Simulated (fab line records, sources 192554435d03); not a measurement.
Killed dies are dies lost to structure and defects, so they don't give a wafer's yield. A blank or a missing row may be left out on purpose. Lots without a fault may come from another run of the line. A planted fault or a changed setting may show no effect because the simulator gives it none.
Chamber matching | flow n5_finfet | N5_ILD0_CMP_07 on cmp-03: 4 sister chambers
The step polishes SiO2 flowable, stops on poly-Si, t overpolish 1.18 s, target thk 138.88 nm. 16 wafers are shown with their chamber, then 7 later ones without.

WAFERS WITH THEIR CHAMBER
wafer  | chamber | motor_current_A (A) | retaining_ring_pressure_frac
L356.3 | 3       | 11.3                | 1.002
L356.5 | 1       | 10.9                | 0.996
L356.6 | 0       | 10.6                | 0.997
L357.2 | 1       | 11.4                | 0.995
L357.6 | 1       | 10.9                | 1.005
L361.1 | 1       | 10.9                | 1.010
L361.4 | 0       | 10.6                | 0.994
L361.5 | 1       | 10.9                | 1.016
L369.1 | 3       | 11.8                | 0.996
L369.2 | 1       | 10.9                | 0.999
L369.4 | 2       | 13.2                | 0.990
L373.2 | 2       | 13.1                | 1.005
L373.4 | 0       | 10.7                | 0.995
L373.6 | 1       | 10.5                | 1.006
L375.2 | 2       | 13.5                | 1.000
L375.3 | 0       | 10.4                | 1.004

SIGNATURES (means of the wafers above)
reading                      | chamber 0 | chamber 1 | chamber 2 | chamber 3 | scatter within a chamber
motor_current_A              | 10.575    | 10.914    | 13.267    | 11.550    | 0.236
retaining_ring_pressure_frac | 0.99750   | 1.00386   | 0.99833   | 0.99900   | 0.00677
Rule: a wafer's distance from a chamber is the root of the sum, over the readings, of the square of ((its reading less the chamber's mean) divided by the reading's scatter). The wafer belongs to the nearest chamber; if the next one is less than 2 further off, it can't be placed. The scatter: the root of (the sum of the squares of (reading less its chamber's mean) over the shown wafers, divided by (wafers less chambers)).

WAFERS WITHOUT THEIR CHAMBER
wafer  | motor_current_A (A) | retaining_ring_pressure_frac
L375.5 | 11.4                | 0.996
L377.2 | 11.3                | 1.002
L377.3 | 12.6                | 0.999
L377.4 | 11.0                | 1.007
L378.2 | 11.6                | 1.001
L378.3 | 10.2                | 0.999
L378.6 | 11.1                | 0.999

WHICH CHAMBER EACH WENT THROUGH
wafer  | from the rows above          | in truth
L375.5 | can't be placed: 3 or 1      | 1
L377.2 | can't be placed: 3 or 1 or 0 | 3
L377.3 | can't be placed: 2 or 3      | 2
L377.4 | can't be placed: 1 or 0      | 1
L378.2 | 3                            | 3
L378.3 | can't be placed: 0 or 1      | 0
L378.6 | can't be placed: 1 or 3 or 0 | 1
Placed correctly: 1 of 7. Can't be placed from these rows: 6 (the true chamber is among the candidates in 6). Placed wrongly: 0.
